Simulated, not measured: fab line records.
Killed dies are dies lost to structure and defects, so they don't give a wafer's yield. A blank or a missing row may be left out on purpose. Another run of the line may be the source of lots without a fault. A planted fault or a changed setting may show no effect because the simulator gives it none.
Struck lot and sound lot, side by side / flow n5-finfet / 42 steps out of a route of 1938
Sound: these wafers, L333.1, L333.2, L333.6. Wafers struck: L341.2, L341.6. The cause is given at the end.
For every step that has rows: the tool of each side, followed by ch and its chambers, followed by its first start. Under that, the readings that differ: sound wafers / struck wafers / difference of the means / sigmas: that difference in standard deviations of wafers without a fault.
alike: a reading whose means differ by less than 2 such deviations, as well as words and numbers matching on both sides. not compared: withheld readings; readings where some wafer has no value; bounds like >300 that might hide an equal value; numbers whose values overlap and for which the record gives no deviation.
The two part at a step that has a row with sigmas, a row that says differs or no value, or rows on one side only. Numbers that have no deviation but don't overlap get no sigmas and don't part them. Lack of a reading on every wafer of one side parts them only where that side has two or more wafers.

first, 12 steps without rows for these wafers: N5_SD_EPI_N_STRIP_36 (strips in N2/H2); N5_SD_EPI_N_ETCHBACK_44 (etches SiNx in CH3F/O2, stops on SiO2, target depth 14.5 nm); N5_SD_EPI_N_ETCH_45 (etches SiOCN in CH3F/O2, target depth 6 nm); N5_SD_EPI_N_ETCH_16 (etches SiO2 in CHF3/O2, target depth 5 nm); N5_SD_EPI_N_STRIP_47 (strips in CHF3/O2); N5_SD_EPI_N_SD_RECESS_17 (chemistry HBr/Cl2/O2, target depth 41 nm, time 23.7 s, bt time 3 s); N5_SD_EPI_N_STRIP_38 (strips in N2/H2); N5_SD_EPI_N_WET_ETCH_43 (etches SiO2 in dHF, time 14 s, target depth 1.5 nm); N5_SD_EPI_N_STRIP_18 (strips in SPM, time 750 s); N5_SD_EPI_N_SRD_20 (time 30 s); N5_SD_EPI_N_PRECLEAN_48 (cleans in NF3:NH3, afs cycles 2, time 20 s, sublimation time 60 s); N5_SD_EPI_N_VAPOR_ETCH_50 (etches Si in HCl, time 54 s).
N5_SD_EPI_N_EPI_21: deposits Si:P, time 690 s.
  sound on epi-rpcvd-02 ch 0, day 4 21:02; struck on epi-rpcvd-02 ch 0, day 6 21:29
reading=epi-growth-time-s (s); sound=690 690 690; struck=469.2 469.2; difference=-220.8; sigmas=
reading=model.Si-P_of_SD_EPI_N_EPI_21.thk-nm (nm); sound=58.2 59 58.2; struck=43 43.2; difference=-15; sigmas=
N5_SD_EPI_N_EPI_MEAS_23:
  sound on film-metro-02, day 4 22:45; struck on film-metro-02, day 6 22:56
reading=thk-nm (nm); sound=58.3 58.1 58.7; struck=44.0 43.1; difference=-14.8; sigmas=-12
then, 24 steps without rows for these wafers: N5_SD_EPI_N_PRECLEAN_24 (cleans in O3/DIW, time 60 s); N5_SD_EPI_N_SRD_25 (time 30 s); N5_SD_EPI_N_PRECLEAN_49 (cleans in NF3:NH3, afs cycles 1, time 20 s, sublimation time 60 s); N5_SD_EPI_N_LINER_46 (material SiNx, target thk 3 nm); N5_SD_EPI_P_COAT_34 (time 60 s, resist thk 350 nm); N5_SD_EPI_P_COAT_35 (time 60 s, resist thk 35 nm); N5_SD_EPI_P_COAT_03 (resist thk 150 nm); N5_SD_EPI_P_EBR_05; N5_SD_EPI_P_SOFTBAKE_04 (time 60 s); N5_SD_EPI_P_EXPOSE_06 (exposes mask SD P BLK, target cd 240 nm); N5_SD_EPI_P_PEB_07 (peb time 60 s); N5_SD_EPI_P_DEVELOP_08 (develop time 30 s); N5_SD_EPI_P_DESCUM_14 (chemistry O2, time 7.9 s); N5_SD_EPI_P_ETCH_36 (etches SiARC in CF4, target depth 45.5 nm, time 75.8 s); N5_SD_EPI_P_ETCH_37 (etches SOC in N2/H2, overetch 108 nm, time 486 s); N5_SD_EPI_P_STRIP_38 (strips in N2/H2); N5_SD_EPI_P_ETCHBACK_46 (etches SiNx in CH3F/O2, stops on SiO2, target depth 17.5 nm); N5_SD_EPI_P_ETCH_47 (etches SiOCN in CH3F/O2, target depth 25 nm); N5_SD_EPI_P_ETCH_16 (etches SiO2 in CHF3/O2, target depth 5 nm); N5_SD_EPI_P_STRIP_50 (strips in CHF3/O2); N5_SD_EPI_P_SD_RECESS_17 (chemistry HBr/Cl2/O2, target depth 39.1 nm, bt time 3 s); N5_SD_EPI_P_WET_ETCH_45 (etches SiO2 in dHF, time 10.7 s, target depth 2 nm, rinse time 30 s); N5_SD_EPI_P_STRIP_40 (strips in N2/H2); N5_SD_EPI_P_PRECLEAN_52 (cleans in O3/DIW, time 60 s).
N5_SD_EPI_P_PRECLEAN_24: cleans in O3/DIW, time 45 s.
  sound on wet-bench-05 ch 0,2,5, day 5 03:53; struck on wet-bench-04 ch 5,6, day 7 03:49
reading=model.Si-P_of_SD_EPI_N_EPI_21.thk-nm (nm); sound=57.4 58.2 57.4; struck=42.4 42.6; difference=-15.2; sigmas=
N5_SD_ACTIVATION_RS_MEAS_03: measures by four-point-probe.
  sound on film-metro-02, day 5 04:28; struck on film-metro-02, day 7 04:20
reading=RS_SD_N (ohm/sq); sound=22.1 21.9 22.3; struck=30.2 29.9; difference=+7.9; sigmas=+26
reading=RS_SD_P (ohm/sq); sound=55.3 55.6 54.6; struck=58.4 57.6; difference=+2.8; sigmas=+3
-- the record jumps here: 5 days lie between the struck wafers' starts before and after (it left off in module SD_ACTIVATION and takes up again in module BEOL_M4, whose first step shown is number 1111 of the route) --
N5_BEOL_M4_RC_MEAS_101:
  sound on prober-02 ch 0, day 10 08:08; struck on prober-02 ch 0, day 12 06:02
reading=DIBL_P (mV/V); sound=36.5 35.1 35.8; struck=42.2 39.3; difference=+5.0; sigmas=+2
reading=IOFF_P (nA/um); sound=0.21 0.19 0.20; struck=0.34 0.28; difference=+0.11; sigmas=+3
reading=REXT_N (ohm.um); sound=78.6 77.8 79.2; struck=86.8 85.3; difference=+7.5; sigmas=+4
reading=RS_SD_N (ohm/sq); sound=28.6 28.3 28.7; struck=38.8 38.7; difference=+10.2; sigmas=+27
  alike: DIBL_N, IOFF_N, ION_N, ION_P, SS_N, SS_P, VT_N, VT_P
-- record jumps: 5 days separate the struck wafers' starts on either side; left off in module BEOL_M4, taken up again in module PASSIVATION, whose first shown step is the route's number 1936 --
N5_PASSIVATION_PROBE_49:
  the record has rows for the struck wafers here (prober-02, day 17 07:08) and none for the sound ones

== WHERE THEY PART ==
At N5_SD_EPI_N_EPI_MEAS_23 first; at N5_PASSIVATION_PROBE_49 last (within this record only).

WHY: what had been put in by the simulator
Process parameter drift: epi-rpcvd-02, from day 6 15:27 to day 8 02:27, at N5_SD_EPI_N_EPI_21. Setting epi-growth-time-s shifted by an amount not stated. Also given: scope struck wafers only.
